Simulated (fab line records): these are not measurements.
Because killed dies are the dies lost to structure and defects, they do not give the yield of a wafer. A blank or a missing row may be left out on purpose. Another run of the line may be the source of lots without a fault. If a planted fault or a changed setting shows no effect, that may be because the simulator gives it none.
8D (eight disciplines) problem report, filled in by code | flow nand harc | the parts of the form that need people (team, actions taken, sign-off) are left out

## 1. WHAT IS WRONG
thk nm at NHARC_A_ONON_D1_THK_MEAS_30 reads a mean of 937 nm on 4 wafers of 3 lots; wafers without a fault read 1001 nm with a standard deviation of 7.9. That puts it -8.1 standard deviations away from the usual mean.
The step: measures by ellipsometry.
Earliest sighting: wafer L226.5 on film metro-02 at day 15 20:54. Wafers with a number at this step in the record: 34, from 12 lots. Rule for "out" (also "out of limits"): further than 4 standard deviations from the usual mean. Any other wafer with a number is counted as sound.

## 2. WHAT IT IS, AND WHAT IT ISN'T
question                    | is                             | is not
which readings at this step | thk nm                         | -
which lots                  | L226, L228, L231               | L208, L209, L211, L212, L213, L217, L219, L220, L225
which wafers of those lots  | L226.5, L228.1, L228.5, L231.5 | L226.6, L231.2, L231.4
read on which gauges        | film metro-02                  | film metro-01
when                        | from day 15 20:54              | up to then (28 sound wafers); but 2 sound wafers of L231 came after

## 3. THE SUSPECTS, EACH WITH WHAT RULES IT OUT
Counting: if a tool at a process step up to the reading ran every lot that is out, it stays a suspect. Sound lots after the first of them don't rule it out here, since some wafers of a struck lot are sound.
- the gauge at NHARC_A_ONON_D1_THK_MEAS_30 is ruled out. All the wafers that are out were read on film metro-02, but those of them that NHARC_END_SORT_01 has rows for are out there too, on other tools.
- rtp anneal-01 at NHARC_A_ZERO_WELL_RTA_16 (time 10 s): kept. Every lot that is out went through it, the first being L226 (day 14 11:38); the last sound lot it ran before that was L213 (day 8 21:29).
- pecvd onon-01 at NHARC_A_ONON_D1_DEP_28 (target thk 1000 nm): kept. Every lot that is out went through it, the first being L226 (day 15 20:37); the last sound lot it ran before that was L225 (day 15 05:56).
The count leaves pecvd onon-01 at NHARC_A_ONON_D1_DEP_28 and rtp anneal-01 at NHARC_A_ZERO_WELL_RTA_16.

## 4. THE CAUSE (what the simulator had put in)
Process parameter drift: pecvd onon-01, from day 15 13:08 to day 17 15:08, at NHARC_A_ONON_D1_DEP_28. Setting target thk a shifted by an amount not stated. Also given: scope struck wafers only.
2 suspects survive the count, and this tool is in that group.

## 5. THE CHAIN OF EFFECTS, in route order
Each row: a reading whose mean over the struck wafers that have a number lies more than 3 standard deviations from the usual. Only readings whose record carries a usual standard deviation are examined. hours: median over the lots of the time between each lot's start at the first step of this table that gives one and its start at this step. sigmas: the change, counted in usual standard deviations.
hours | step                        | reading         | usual   | on struck wafers | change | sigmas
0     | NHARC_A_ONON_D1_THK_MEAS_30 | thk nm          | 1001 nm | 937              | -64    | -8.1
404   | NHARC_END_SORT_01           | killed at array | 58      | 672              | +614   | +34
404   | NHARC_END_SORT_01           | killed dies     | 64      | 677              | +613   | +34

## 6. HOW IT WOULD HAVE BEEN CAUGHT EARLIER
8 hours passed between the start of the fault at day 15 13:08 and the first reading out of limits at a measuring or inspecting step in this record, taken at day 15 20:54.
Of the tool readings at NHARC_A_ONON_D1_DEP_28 for which the record gives a usual standard deviation, none was out on any struck wafer, so an alarm limit of 4 standard deviations on them would not have fired.
L228, L231, from the lots that are out (3), started NHARC_A_ONON_D1_DEP_28 on pecvd onon-01 later than day 15 20:54. A hold on the tool at that time would have spared those 2.
